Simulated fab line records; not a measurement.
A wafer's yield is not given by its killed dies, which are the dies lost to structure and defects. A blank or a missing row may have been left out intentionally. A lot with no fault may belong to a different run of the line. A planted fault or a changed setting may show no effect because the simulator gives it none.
Matching of chambers || flow nand harc || 4 sister chambers for NHARC_A_CONTACT_ETCH_48 on rie diel-05
The step etches the open film in CF4, target depth 39 nm, time 65 s. 18 wafers are shown with their chamber, then 9 later ones without.

== EACH WAFER AND ITS CHAMBER ==
{"wafer": "L075.3", "chamber": 3, "drypump motor current A (A)": 5.3, "showerhead plenum p Torr (Torr)": 1.80, "rf vpp V (V)": 150.0}
{"wafer": "L075.4", "chamber": 0, "drypump motor current A (A)": 6.0, "showerhead plenum p Torr (Torr)": 1.67, "rf vpp V (V)": 149.5}
{"wafer": "L075.6", "chamber": 1, "drypump motor current A (A)": 4.9, "showerhead plenum p Torr (Torr)": 1.80, "rf vpp V (V)": 149.7}
{"wafer": "L076.2", "chamber": 0, "drypump motor current A (A)": 6.0, "showerhead plenum p Torr (Torr)": 1.67, "rf vpp V (V)": 150.2}
{"wafer": "L076.4", "chamber": 1, "drypump motor current A (A)": 4.9, "showerhead plenum p Torr (Torr)": 1.80, "rf vpp V (V)": 152.6}
{"wafer": "L076.5", "chamber": 3, "drypump motor current A (A)": 5.2, "showerhead plenum p Torr (Torr)": 1.80, "rf vpp V (V)": 150.3}
{"wafer": "L081.1", "chamber": 0, "drypump motor current A (A)": 6.0, "showerhead plenum p Torr (Torr)": 1.67, "rf vpp V (V)": 149.6}
{"wafer": "L081.4", "chamber": 2, "drypump motor current A (A)": 5.7, "showerhead plenum p Torr (Torr)": 1.64, "rf vpp V (V)": 151.3}
{"wafer": "L081.5", "chamber": 0, "drypump motor current A (A)": 6.0, "showerhead plenum p Torr (Torr)": 1.67, "rf vpp V (V)": 150.1}
{"wafer": "L086.2", "chamber": 0, "drypump motor current A (A)": 6.0, "showerhead plenum p Torr (Torr)": 1.66, "rf vpp V (V)": 149.9}
{"wafer": "L086.3", "chamber": 2, "drypump motor current A (A)": 5.7, "showerhead plenum p Torr (Torr)": 1.91, "rf vpp V (V)": 154.0}
{"wafer": "L086.5", "chamber": 0, "drypump motor current A (A)": 6.0, "showerhead plenum p Torr (Torr)": 1.66, "rf vpp V (V)": 150.3}
{"wafer": "L094.2", "chamber": 2, "drypump motor current A (A)": 5.7, "showerhead plenum p Torr (Torr)": 1.90, "rf vpp V (V)": 153.1}
{"wafer": "L094.4", "chamber": 3, "drypump motor current A (A)": 5.3, "showerhead plenum p Torr (Torr)": 1.79, "rf vpp V (V)": 151.3}
{"wafer": "L094.5", "chamber": 1, "drypump motor current A (A)": 4.9, "showerhead plenum p Torr (Torr)": 1.78, "rf vpp V (V)": 152.0}
{"wafer": "L092.1", "chamber": 0, "drypump motor current A (A)": 6.0, "showerhead plenum p Torr (Torr)": 1.66, "rf vpp V (V)": 149.6}
{"wafer": "L092.3", "chamber": 3, "drypump motor current A (A)": 5.2, "showerhead plenum p Torr (Torr)": 1.79, "rf vpp V (V)": 150.8}
{"wafer": "L092.5", "chamber": 3, "drypump motor current A (A)": 5.2, "showerhead plenum p Torr (Torr)": 1.79, "rf vpp V (V)": 149.9}

SIGNATURES, as means of the wafers listed above
{"reading": "drypump motor current A", "chamber 0": 6.000, "chamber 1": 4.900, "chamber 2": 5.700, "chamber 3": 5.240, "scatter within a chamber": 0.0293}
{"reading": "showerhead plenum p Torr", "chamber 0": 1.6657, "chamber 1": 1.7933, "chamber 2": 1.8167, "chamber 3": 1.7940, "scatter within a chamber": 0.0582}
{"reading": "rf vpp V", "chamber 0": 149.886, "chamber 1": 151.433, "chamber 2": 152.800, "chamber 3": 150.460, "scatter within a chamber": 0.865}
Rule: distance of a wafer from a chamber = root of the sum over the readings of ((wafer's reading minus chamber's mean) / reading's scatter) squared. The wafer belongs to the nearest chamber; if the next one is less than 2 further off, it can't be placed. The scatter: the root of (the sum of the squares of (reading less its chamber's mean) over the shown wafers, divided by (wafers less chambers)).

== WAFERS WITH NO CHAMBER GIVEN ==
{"wafer": "L093.3", "drypump motor current A (A)": 6.0, "showerhead plenum p Torr (Torr)": 1.66, "rf vpp V (V)": 150.8}
{"wafer": "L093.5", "drypump motor current A (A)": 5.2, "showerhead plenum p Torr (Torr)": 1.79, "rf vpp V (V)": 153.2}
{"wafer": "L093.6", "drypump motor current A (A)": 6.0, "showerhead plenum p Torr (Torr)": 1.66, "rf vpp V (V)": 150.9}
{"wafer": "L095.3", "drypump motor current A (A)": 5.7, "showerhead plenum p Torr (Torr)": 1.90, "rf vpp V (V)": 154.2}
{"wafer": "L095.5", "drypump motor current A (A)": 5.7, "showerhead plenum p Torr (Torr)": 1.90, "rf vpp V (V)": 151.9}
{"wafer": "L095.6", "drypump motor current A (A)": 5.2, "showerhead plenum p Torr (Torr)": 1.78, "rf vpp V (V)": 150.7}
{"wafer": "L097.2", "drypump motor current A (A)": 4.9, "showerhead plenum p Torr (Torr)": 1.78, "rf vpp V (V)": 152.7}
{"wafer": "L097.3", "drypump motor current A (A)": 5.7, "showerhead plenum p Torr (Torr)": 1.89, "rf vpp V (V)": 152.6}
{"wafer": "L097.4", "drypump motor current A (A)": 5.2, "showerhead plenum p Torr (Torr)": 1.78, "rf vpp V (V)": 151.9}

== CHAMBER TAKEN BY EACH ==
{"wafer": "L093.3", "from the rows above": 0, "in truth": 0}
{"wafer": "L093.5", "from the rows above": 3, "in truth": 3}
{"wafer": "L093.6", "from the rows above": 0, "in truth": 0}
{"wafer": "L095.3", "from the rows above": 2, "in truth": 2}
{"wafer": "L095.5", "from the rows above": 2, "in truth": 2}
{"wafer": "L095.6", "from the rows above": 3, "in truth": 3}
{"wafer": "L097.2", "from the rows above": 1, "in truth": 1}
{"wafer": "L097.3", "from the rows above": 2, "in truth": 2}
{"wafer": "L097.4", "from the rows above": 3, "in truth": 3}
Correct placement for 9 of the 9. Number that these rows cannot place: 0. Wrongly placed: 0.
